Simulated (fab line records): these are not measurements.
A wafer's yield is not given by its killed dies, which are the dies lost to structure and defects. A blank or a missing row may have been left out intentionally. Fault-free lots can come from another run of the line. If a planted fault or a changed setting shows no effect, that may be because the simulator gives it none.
Matching of chambers | flow n5-finfet | N5_BEOL_M11_ALD_74 on ald-metal-02 has 4 sister chambers
The step deposits TaN, target thk 2 nm, pulse time 2 s, purge time 3 s. 4 wafers are shown with their chamber, then 8 later ones without.

## WAFERS PAIRED WITH THEIR CHAMBERS
wafer  | chamber | heater-power-w (W)
L206.4 | 0       | 394
L208.2 | 2       | 422
L210.1 | 3       | 427
L210.3 | 1       | 450

## WAFERS WITH NO CHAMBER GIVEN
wafer  | heater-power-w (W)
L210.4 | 408
L213.4 | 418
L213.5 | 412
L211.4 | 417
L211.6 | 428
L222.2 | 391
L222.3 | 380
L222.4 | 379

## EACH ONE'S CHAMBER
wafer  | from the rows above          | in truth
L210.4 | can't be placed: 0 or 2 or 3 | 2
L213.4 | can't be placed: 2 or 3      | 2
L213.5 | can't be placed: 2 or 3 or 0 | 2
L211.4 | can't be placed: 2 or 3 or 0 | 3
L211.6 | can't be placed: 3 or 2      | 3
L222.2 | 0                            | 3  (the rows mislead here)
L222.3 | 0                            | 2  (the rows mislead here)
L222.4 | 0                            | 0
Correct placement for 1 of the 8. Cannot be placed on the basis of these rows: 5; the candidates contain the true chamber in 5. Placed wrongly: 2.
How it was worked out, from the rows above alone: a wafer's distance from a chamber is the root of the sum, over the readings, of the square of ((its reading less the chamber's mean) divided by the reading's scatter). The wafer belongs to the nearest chamber; if the next one is less than 2 further off, it can't be placed. A chamber's mean is the mean of its shown wafers. The scatter: with one shown wafer a chamber, the root of the mean of the squares of how far each hidden wafer lies from its nearest shown one.
